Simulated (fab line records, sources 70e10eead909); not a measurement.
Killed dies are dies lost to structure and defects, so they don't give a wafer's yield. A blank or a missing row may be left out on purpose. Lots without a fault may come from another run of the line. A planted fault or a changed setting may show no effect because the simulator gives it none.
Chamber matching | flow nand_harc | NHARC_P_M0_CMP_23 on cmp-03: 4 sister chambers
The step polishes, t overpolish 20 s, target thk 117.54 nm. 4 wafers are shown with their chamber, then 7 later ones without.

WAFERS WITH THEIR CHAMBER
wafer  | chamber | motor_current_A (A)
L083.3 | 3       | 12.0
L083.4 | 1       | 11.6
L089.1 | 2       | 11.8
L089.2 | 0       | 13.6

WAFERS WITHOUT THEIR CHAMBER
wafer  | motor_current_A (A)
L089.3 | 10.6
L096.3 | 10.6
L096.5 | 11.8
L096.6 | 12.2
L097.1 | 11.3
L097.3 | 12.2
L097.6 | 11.6

WHICH CHAMBER EACH WENT THROUGH
wafer  | from the rows above          | in truth
L089.3 | can't be placed: 1 or 2 or 3 | 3
L096.3 | can't be placed: 1 or 2 or 3 | 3
L096.5 | can't be placed: 2 or 3 or 1 | 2
L096.6 | can't be placed: 3 or 2 or 1 | 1
L097.1 | can't be placed: 1 or 2 or 3 | 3
L097.3 | can't be placed: 3 or 2 or 1 | 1
L097.6 | can't be placed: 1 or 2 or 3 | 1
Placed correctly: 0 of 7. Can't be placed from these rows: 7 (the true chamber is among the candidates in 7). Placed wrongly: 0.
How it was worked out, from the rows above alone: a wafer's distance from a chamber is the root of the sum, over the readings, of the square of ((its reading less the chamber's mean) divided by the reading's scatter). The wafer belongs to the nearest chamber; if the next one is less than 2 further off, it can't be placed. A chamber's mean is the mean of its shown wafers. The scatter: with one shown wafer a chamber, the root of the mean of the squares of how far each hidden wafer lies from its nearest shown one.
